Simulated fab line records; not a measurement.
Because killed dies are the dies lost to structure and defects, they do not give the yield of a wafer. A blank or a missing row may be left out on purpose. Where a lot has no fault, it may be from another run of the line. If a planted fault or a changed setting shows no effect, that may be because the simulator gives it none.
The tool behind it: which one? / flow n5-finfet / 9 lots, 27 wafers sampled, at 6 steps of a route of 1938

WHAT THE GAUGES READ, wafer by wafer
N5_BEOL_M4_RC_MEAS_101. Usual: DIBL_N 36.4 mV/V, standard deviation 1.4; DIBL_P 36.4 mV/V, standard deviation 1.5; IOFF_N 0.156 nA/um, standard deviation 0.022; IOFF_P 0.210 nA/um, standard deviation 0.023; ION_N 675 uA/um, standard deviation 9.1; ION_P 463 uA/um, standard deviation 5.7; SS_N 71.6 mV/dec, standard deviation 0.45; SS_P 73.3 mV/dec, standard deviation 0.56; VT_N 250 mV, standard deviation 3.1; VT_P -250.3 mV, standard deviation 2.3.
lot=L962; measured=day 10 06:00; on=prober-02; DIBL_N (mV/V)=34.5 35.7 35.5; DIBL_P (mV/V)=34.8 36.9 37.1; IOFF_N (nA/um)=0.139 0.163 0.166; IOFF_P (nA/um)=0.180 0.217 0.213; ION_N (uA/um)=663 672 678; ION_P (uA/um)=453 459 462; SS_N (mV/dec)=71.0 71.0 71.6; SS_P (mV/dec)=72.3 73.5 73.3; VT_N (mV)=252 248 248; VT_P (mV)=-248.9 -248.0 -248.4; flag=
lot=L965; measured=day 10 07:53; on=prober-01; DIBL_N (mV/V)=33.9 35.9 34.0; DIBL_P (mV/V)=35.1 38.1 34.8; IOFF_N (nA/um)=0.142 0.189 0.141; IOFF_P (nA/um)=0.200 0.241 0.192; ION_N (uA/um)=676 688 663; ION_P (uA/um)=467 465 462; SS_N (mV/dec)=71.2 72.3 70.7; SS_P (mV/dec)=72.2 73.4 72.0; VT_N (mV)=248 245 251; VT_P (mV)=-251.3 -246.9 -251.6; flag=
lot=L966; measured=day 10 13:27; on=prober-02; DIBL_N (mV/V)=37.7 38.0 36.7; DIBL_P (mV/V)=35.4 35.8 34.6; IOFF_N (nA/um)=0.175 0.183 0.151; IOFF_P (nA/um)=0.232 0.243 0.211; ION_N (uA/um)=686 683 681; ION_P (uA/um)=474 466 470; SS_N (mV/dec)=71.6 71.3 70.9; SS_P (mV/dec)=74.0 73.6 73.6; VT_N (mV)=249 248 250; VT_P (mV)=-249.3 -246.3 -248.6; flag=
lot=L969; measured=day 11 09:09; on=prober-01; DIBL_N (mV/V)=36.8 36.9 35.2; DIBL_P (mV/V)=37.6 37.7 36.0; IOFF_N (nA/um)=0.161 0.157 0.137; IOFF_P (nA/um)=0.204 0.212 0.183; ION_N (uA/um)=683 670 667; ION_P (uA/um)=463 457 458; SS_N (mV/dec)=71.3 71.6 71.2; SS_P (mV/dec)=72.9 73.1 73.0; VT_N (mV)=250 253 253; VT_P (mV)=-250.2 -247.6 -249.6; flag=
lot=L970; measured=day 11 17:06; on=prober-02; DIBL_N (mV/V)=37.6 38.0 37.2; DIBL_P (mV/V)=37.8 38.8 37.7; IOFF_N (nA/um)=0.163 0.179 0.159; IOFF_P (nA/um)=0.190 0.210 0.185; ION_N (uA/um)=677 678 670; ION_P (uA/um)=453 461 452; SS_N (mV/dec)=72.0 72.1 71.9; SS_P (mV/dec)=73.5 73.9 73.5; VT_N (mV)=249 250 249; VT_P (mV)=-252.8 -250.8 -255.0; flag=
lot=L972; measured=day 11 17:19; on=prober-01; DIBL_N (mV/V)=35.0 36.0 35.3; DIBL_P (mV/V)=35.1 36.3 35.5; IOFF_N (nA/um)=0.130 0.140 0.128; IOFF_P (nA/um)=0.182 0.199 0.185; ION_N (uA/um)=666 671 659; ION_P (uA/um)=459 462 457; SS_N (mV/dec)=71.2 71.7 71.4; SS_P (mV/dec)=72.8 74.3 74.0; VT_N (mV)=252 253 255; VT_P (mV)=-256.3 -251.6 -253.3; flag=
lot=L973; measured=day 12 11:01; on=prober-01; DIBL_N (mV/V)=39.9 36.8 38.7; DIBL_P (mV/V)=36.8 32.7 35.2; IOFF_N (nA/um)=0.185 0.114 0.155; IOFF_P (nA/um)=0.245 0.179 0.214; ION_N (uA/um)=683 657 676; ION_P (uA/um)=464 461 465; SS_N (mV/dec)=70.8 70.9 71.2; SS_P (mV/dec)=73.8 72.2 73.6; VT_N (mV)=248 254 250; VT_P (mV)=-249.2 -251.9 -249.4; flag=
lot=L982; measured=day 14 15:42; on=prober-02; DIBL_N (mV/V)=37.2 36.8 35.9; DIBL_P (mV/V)=38.6 37.0 35.9; IOFF_N (nA/um)=0.187 0.166 0.152; IOFF_P (nA/um)=0.259 0.228 0.212; ION_N (uA/um)=685 671 675; ION_P (uA/um)=477 465 467; SS_N (mV/dec)=72.3 72.1 71.6; SS_P (mV/dec)=73.5 74.1 73.8; VT_N (mV)=246 248 249; VT_P (mV)=-249.3 -249.0 -250.1; flag=
lot=L983; measured=day 15 06:20; on=prober-02; DIBL_N (mV/V)=37.0 35.1 36.8; DIBL_P (mV/V)=38.0 36.5 38.2; IOFF_N (nA/um)=0.164 0.139 0.174; IOFF_P (nA/um)=0.233 0.205 0.235; ION_N (uA/um)=669 669 676; ION_P (uA/um)=468 465 467; SS_N (mV/dec)=71.6 71.4 71.8; SS_P (mV/dec)=73.6 72.4 72.8; VT_N (mV)=250 252 249; VT_P (mV)=-249.7 -248.6 -249.1; flag=

EACH LOT AND THE TOOL THAT RAN IT (in order: tool; ch and the chambers of the sampled wafers; start)
lot=L962; N5_PMOS_HMC_CHANNEL_EPI_ETCH_32=rie-diel-06 ch 1,3, day 2 05:19; N5_PMOS_HMC_CHANNEL_EPI_FIN_RECESS_16=rie-si-01 ch 0,3, day 2 05:46; N5_PMOS_HMC_CHANNEL_EPI_CMP_21=cmp-03 ch 0,2, day 2 07:16; N5_FIN_SAQP_PECVD_47=pecvd-04 ch 0,1, day 2 09:07; N5_FIN_SAQP_MANDREL_ETCH_58=rie-si-06 ch 1,2,3, day 2 13:47
lot=L965; N5_PMOS_HMC_CHANNEL_EPI_ETCH_32=rie-diel-01 ch 0,2,3, day 3 00:56; N5_PMOS_HMC_CHANNEL_EPI_FIN_RECESS_16=rie-si-01 ch 0,1,3, day 3 01:22; N5_PMOS_HMC_CHANNEL_EPI_CMP_21=cmp-04 ch 0,1,3, day 3 03:17; N5_FIN_SAQP_PECVD_47=pecvd-03 ch 0,1,2, day 3 04:49; N5_FIN_SAQP_MANDREL_ETCH_58=rie-si-05 ch 1,2,3, day 3 08:06
lot=L966; N5_PMOS_HMC_CHANNEL_EPI_ETCH_32=rie-diel-01 ch 0,1, day 3 05:11; N5_PMOS_HMC_CHANNEL_EPI_FIN_RECESS_16=rie-si-02 ch 2,3, day 3 05:37; N5_PMOS_HMC_CHANNEL_EPI_CMP_21=cmp-02 ch 0,3, day 3 07:10; N5_FIN_SAQP_PECVD_47=pecvd-04 ch 0,1,2, day 3 08:42; N5_FIN_SAQP_MANDREL_ETCH_58=rie-si-05 ch 0,3, day 3 12:01
lot=L969; N5_PMOS_HMC_CHANNEL_EPI_ETCH_32=rie-diel-06 ch 0,3, day 3 23:08; N5_PMOS_HMC_CHANNEL_EPI_FIN_RECESS_16=rie-si-02 ch 1,2, day 3 23:34; N5_PMOS_HMC_CHANNEL_EPI_CMP_21=cmp-02 ch 0,3, day 4 01:10; N5_FIN_SAQP_PECVD_47=pecvd-03 ch 0,1,2, day 4 02:38; N5_FIN_SAQP_MANDREL_ETCH_58=rie-si-06 ch 0,3, day 4 05:32
lot=L970; N5_PMOS_HMC_CHANNEL_EPI_ETCH_32=rie-diel-01 ch 2,3, day 4 05:23; N5_PMOS_HMC_CHANNEL_EPI_FIN_RECESS_16=rie-si-02 ch 0,2, day 4 05:49; N5_PMOS_HMC_CHANNEL_EPI_CMP_21=cmp-04 ch 0,2, day 4 07:22; N5_FIN_SAQP_PECVD_47=pecvd-01 ch 0,2, day 4 08:46; N5_FIN_SAQP_MANDREL_ETCH_58=rie-si-05 ch 2,3, day 4 12:00
lot=L972; N5_PMOS_HMC_CHANNEL_EPI_ETCH_32=rie-diel-04 ch 0,1,2, day 4 17:22; N5_PMOS_HMC_CHANNEL_EPI_FIN_RECESS_16=rie-si-02 ch 0,2,3, day 4 17:47; N5_PMOS_HMC_CHANNEL_EPI_CMP_21=cmp-02 ch 0,1,2, day 4 19:18; N5_FIN_SAQP_PECVD_47=pecvd-04 ch 1,2, day 4 20:48; N5_FIN_SAQP_MANDREL_ETCH_58=rie-si-04 ch 1,2,3, day 5 01:22
lot=L973; N5_PMOS_HMC_CHANNEL_EPI_ETCH_32=rie-diel-04 ch 1,2,3, day 4 23:40; N5_PMOS_HMC_CHANNEL_EPI_FIN_RECESS_16=rie-si-01 ch 2,3, day 5 00:07; N5_PMOS_HMC_CHANNEL_EPI_CMP_21=cmp-03 ch 0,2, day 5 01:41; N5_FIN_SAQP_PECVD_47=pecvd-03 ch 0,1,2, day 5 05:44; N5_FIN_SAQP_MANDREL_ETCH_58=rie-si-05 ch 1,3, day 5 09:04
lot=L982; N5_PMOS_HMC_CHANNEL_EPI_ETCH_32=rie-diel-06 ch 0,3, day 7 05:46; N5_PMOS_HMC_CHANNEL_EPI_FIN_RECESS_16=rie-si-02 ch 0,1,3, day 7 06:12; N5_PMOS_HMC_CHANNEL_EPI_CMP_21=cmp-04 ch 0,1,2, day 7 07:44; N5_FIN_SAQP_PECVD_47=pecvd-03 ch 0,1,2, day 7 09:09; N5_FIN_SAQP_MANDREL_ETCH_58=rie-si-06 ch 1,2,3, day 7 12:42
lot=L983; N5_PMOS_HMC_CHANNEL_EPI_ETCH_32=rie-diel-04 ch 0,1,3, day 7 11:41; N5_PMOS_HMC_CHANNEL_EPI_FIN_RECESS_16=rie-si-02 ch 0,3, day 7 12:07; N5_PMOS_HMC_CHANNEL_EPI_CMP_21=cmp-04 ch 0,1,3, day 7 13:41; N5_FIN_SAQP_PECVD_47=pecvd-03 ch 1, day 7 15:03; N5_FIN_SAQP_MANDREL_ETCH_58=rie-si-05 ch 0,1,2, day 7 18:07
- N5_PMOS_HMC_CHANNEL_EPI_ETCH_32: etches BARC in N2/H2, stops on SiO2, target depth 85.8 nm, time 50.3 s.
- N5_PMOS_HMC_CHANNEL_EPI_FIN_RECESS_16: chemistry HBr/Cl2, target Si, target depth 54 nm, time 18 s.
- N5_PMOS_HMC_CHANNEL_EPI_CMP_21: polishes SiGe30, target thk 54 nm.
- N5_FIN_SAQP_PECVD_47: deposits a-Si from SiH4/He, target thk 45 nm, time 36.3 s.
- N5_FIN_SAQP_MANDREL_ETCH_58: etches a-Si in HBr/Cl2, stops on SiNx, target depth 45 nm, bt time 10 s, time 27 s.

WHAT THE TOOLS THEMSELVES READ (means of the sampled wafers that have a number; where no wafer has one, the mark that the record gives instead)
N5_PMOS_HMC_CHANNEL_EPI_ETCH_32. Usual: drypump-motor-current-A 5.7 A, standard deviation 0.56; oes-product-au 0.68 a.u., standard deviation 0.078; rf-vpp-V 524.0 V, standard deviation 2.5; showerhead-plenum-p-Torr 2.55 Torr, standard deviation 0.086; throttle-valve-pct 17.87 %, standard deviation 0.19.
lot=L962; tool=rie-diel-06; drypump-motor-current-A (A)=5.0; oes-product-au (a.u.)=0.65; rf-vpp-V (V)=521.4; showerhead-plenum-p-Torr (Torr)=2.47; throttle-valve-pct (%)=18.07; flag=
lot=L965; tool=rie-diel-01; drypump-motor-current-A (A)=5.3; oes-product-au (a.u.)=0.69; rf-vpp-V (V)=523.3; showerhead-plenum-p-Torr (Torr)=2.52; throttle-valve-pct (%)=17.76; flag=
lot=L966; tool=rie-diel-01; drypump-motor-current-A (A)=5.9; oes-product-au (a.u.)=0.76; rf-vpp-V (V)=525.2; showerhead-plenum-p-Torr (Torr)=2.60; throttle-valve-pct (%)=17.68; flag=
lot=L969; tool=rie-diel-06; drypump-motor-current-A (A)=5.8; oes-product-au (a.u.)=0.61; rf-vpp-V (V)=524.2; showerhead-plenum-p-Torr (Torr)=2.55; throttle-valve-pct (%)=18.12; flag=
lot=L970; tool=rie-diel-01; drypump-motor-current-A (A)=5.1; oes-product-au (a.u.)=0.65; rf-vpp-V (V)=522.3; showerhead-plenum-p-Torr (Torr)=2.47; throttle-valve-pct (%)=17.84; flag=
lot=L972; tool=rie-diel-04; drypump-motor-current-A (A)=5.8; oes-product-au (a.u.)=0.65; rf-vpp-V (V)=522.9; showerhead-plenum-p-Torr (Torr)=2.51; throttle-valve-pct (%)=17.99; flag=
lot=L973; tool=rie-diel-04; drypump-motor-current-A (A)=6.0; oes-product-au (a.u.)=0.73; rf-vpp-V (V)=524.6; showerhead-plenum-p-Torr (Torr)=2.58; throttle-valve-pct (%)=17.87; flag=
lot=L982; tool=rie-diel-06; drypump-motor-current-A (A)=5.9; oes-product-au (a.u.)=0.74; rf-vpp-V (V)=523.8; showerhead-plenum-p-Torr (Torr)=2.55; throttle-valve-pct (%)=17.86; flag=
lot=L983; tool=rie-diel-04; drypump-motor-current-A (A)=5.7; oes-product-au (a.u.)=0.75; rf-vpp-V (V)=526.7; showerhead-plenum-p-Torr (Torr)=2.66; throttle-valve-pct (%)=17.74; flag=

N5_PMOS_HMC_CHANNEL_EPI_FIN_RECESS_16. Usual: drypump-motor-current-A 6.1 A, standard deviation 0.38; oes-product-au 0.993 a.u., standard deviation 0.0089; throttle-valve-pct 35.47 %, standard deviation 0.24.
lot=L962; tool=rie-si-01; drypump-motor-current-A (A)=6.1; oes-product-au (a.u.)=0.990; throttle-valve-pct (%)=35.70; flag=
lot=L965; tool=rie-si-01; drypump-motor-current-A (A)=6.0; oes-product-au (a.u.)=0.991; throttle-valve-pct (%)=35.52; flag=
lot=L966; tool=rie-si-02; drypump-motor-current-A (A)=6.5; oes-product-au (a.u.)=1.000; throttle-valve-pct (%)=35.78; flag=
lot=L969; tool=rie-si-02; drypump-motor-current-A (A)=5.9; oes-product-au (a.u.)=0.997; throttle-valve-pct (%)=35.35; flag=
lot=L970; tool=rie-si-02; drypump-motor-current-A (A)=6.5; oes-product-au (a.u.)=0.984; throttle-valve-pct (%)=35.41; flag=
lot=L972; tool=rie-si-02; drypump-motor-current-A (A)=6.4; oes-product-au (a.u.)=1.000; throttle-valve-pct (%)=35.60; flag=
lot=L973; tool=rie-si-01; drypump-motor-current-A (A)=6.2; oes-product-au (a.u.)=0.999; throttle-valve-pct (%)=35.43; flag=
lot=L982; tool=rie-si-02; drypump-motor-current-A (A)=6.0; oes-product-au (a.u.)=1.000; throttle-valve-pct (%)=35.59; flag=
lot=L983; tool=rie-si-02; drypump-motor-current-A (A)=6.2; oes-product-au (a.u.)=1.006; throttle-valve-pct (%)=35.62; flag=

N5_PMOS_HMC_CHANNEL_EPI_CMP_21. Usual: motor-current-A 12.1 A, standard deviation 0.98; slurry-flow-ml-min 150.0, standard deviation 0.44.
lot=L962; tool=cmp-03; motor-current-A (A)=12.5; slurry-flow-ml-min=149.6; flag=
lot=L965; tool=cmp-04; motor-current-A (A)=12.7; slurry-flow-ml-min=150.0; flag=
lot=L966; tool=cmp-02; motor-current-A (A)=12.0; slurry-flow-ml-min=150.2; flag=
lot=L969; tool=cmp-02; motor-current-A (A)=12.3; slurry-flow-ml-min=150.4; flag=
lot=L970; tool=cmp-04; motor-current-A (A)=11.9; slurry-flow-ml-min=150.0; flag=
lot=L972; tool=cmp-02; motor-current-A (A)=12.0; slurry-flow-ml-min=150.2; flag=
lot=L973; tool=cmp-03; motor-current-A (A)=13.0; slurry-flow-ml-min=150.1; flag=
lot=L982; tool=cmp-04; motor-current-A (A)=11.5; slurry-flow-ml-min=149.6; flag=
lot=L983; tool=cmp-04; motor-current-A (A)=12.6; slurry-flow-ml-min=150.0; flag=

N5_FIN_SAQP_PECVD_47. Usual: heater-power-w 856 W, standard deviation 120; run-length-s 72.8 s, standard deviation 0.53; showerhead-plenum-p-Torr 5.67 Torr, standard deviation 0.056; throttle-valve-pct 18.5 %, standard deviation 0.76.
lot=L962; tool=pecvd-04; heater-power-w (W)=751; run-length-s (s)=72.7; showerhead-plenum-p-Torr (Torr)=5.63; throttle-valve-pct (%)=18.0; flag=
lot=L965; tool=pecvd-03; heater-power-w (W)=858; run-length-s (s)=72.7; showerhead-plenum-p-Torr (Torr)=5.66; throttle-valve-pct (%)=18.4; flag=
lot=L966; tool=pecvd-04; heater-power-w (W)=774; run-length-s (s)=72.7; showerhead-plenum-p-Torr (Torr)=5.62; throttle-valve-pct (%)=17.7; flag=
lot=L969; tool=pecvd-03; heater-power-w (W)=861; run-length-s (s)=72.9; showerhead-plenum-p-Torr (Torr)=5.66; throttle-valve-pct (%)=18.4; flag=
lot=L970; tool=pecvd-01; heater-power-w (W)=917; run-length-s (s)=72.7; showerhead-plenum-p-Torr (Torr)=5.74; throttle-valve-pct (%)=18.8; flag=
lot=L972; tool=pecvd-04; heater-power-w (W)=728; run-length-s (s)=73.1; showerhead-plenum-p-Torr (Torr)=5.61; throttle-valve-pct (%)=17.8; flag=
lot=L973; tool=pecvd-03; heater-power-w (W)=828; run-length-s (s)=72.8; showerhead-plenum-p-Torr (Torr)=5.65; throttle-valve-pct (%)=18.4; flag=
lot=L982; tool=pecvd-03; heater-power-w (W)=855; run-length-s (s)=68.2; showerhead-plenum-p-Torr (Torr)=5.66; throttle-valve-pct (%)=18.4; flag=OFF
lot=L983; tool=pecvd-03; heater-power-w (W)=865; run-length-s (s)=63.6; showerhead-plenum-p-Torr (Torr)=5.63; throttle-valve-pct (%)=18.8; flag=OFF

N5_FIN_SAQP_MANDREL_ETCH_58. Usual: drypump-motor-current-A 5.8 A, standard deviation 0.49; oes-product-au 0.702 a.u., standard deviation 0.012; throttle-valve-pct 35.5 %, standard deviation 0.32.
lot=L962; tool=rie-si-06; drypump-motor-current-A (A)=5.7; oes-product-au (a.u.)=0.695; throttle-valve-pct (%)=35.4; flag=
lot=L965; tool=rie-si-05; drypump-motor-current-A (A)=6.3; oes-product-au (a.u.)=0.701; throttle-valve-pct (%)=35.8; flag=
lot=L966; tool=rie-si-05; drypump-motor-current-A (A)=5.6; oes-product-au (a.u.)=0.719; throttle-valve-pct (%)=35.2; flag=
lot=L969; tool=rie-si-06; drypump-motor-current-A (A)=5.4; oes-product-au (a.u.)=0.709; throttle-valve-pct (%)=35.5; flag=
lot=L970; tool=rie-si-05; drypump-motor-current-A (A)=6.3; oes-product-au (a.u.)=0.695; throttle-valve-pct (%)=35.5; flag=
lot=L972; tool=rie-si-04; drypump-motor-current-A (A)=5.9; oes-product-au (a.u.)=0.722; throttle-valve-pct (%)=35.6; flag=
lot=L973; tool=rie-si-05; drypump-motor-current-A (A)=6.1; oes-product-au (a.u.)=0.705; throttle-valve-pct (%)=35.8; flag=
lot=L982; tool=rie-si-06; drypump-motor-current-A (A)=5.7; oes-product-au (a.u.)=0.655; throttle-valve-pct (%)=35.5; flag=OFF
lot=L983; tool=rie-si-05; drypump-motor-current-A (A)=6.0; oes-product-au (a.u.)=0.606; throttle-valve-pct (%)=35.9; flag=OFF

THE ANSWER, worked out from the rows above alone
Rule: lot off if the mean of its wafers having a number is beyond 3 standard deviations from the usual mean. Also off: a lot with no number at a reading for which 4 or more lots have one. The other lots that the step has rows for count as sound. After the gauges, taken in route order, come the tools' own readings; for these a lot's mean is taken, as printed above. At the first step where some lot is off, the reading lying furthest off is the one used; lots without a number count as furthest.
Off: L982, L983 (N5_FIN_SAQP_PECVD_47, run-length-s).
A tool fits if, at that step or a process step before it, it ran every lot that is off, and no sound lot after the first of them. Can't be told from this: 3 tools fit, rie-si-02 at N5_PMOS_HMC_CHANNEL_EPI_FIN_RECESS_16, cmp-04 at N5_PMOS_HMC_CHANNEL_EPI_CMP_21, pecvd-03 at N5_FIN_SAQP_PECVD_47.

WHAT THE SIMULATOR HAD INSERTED
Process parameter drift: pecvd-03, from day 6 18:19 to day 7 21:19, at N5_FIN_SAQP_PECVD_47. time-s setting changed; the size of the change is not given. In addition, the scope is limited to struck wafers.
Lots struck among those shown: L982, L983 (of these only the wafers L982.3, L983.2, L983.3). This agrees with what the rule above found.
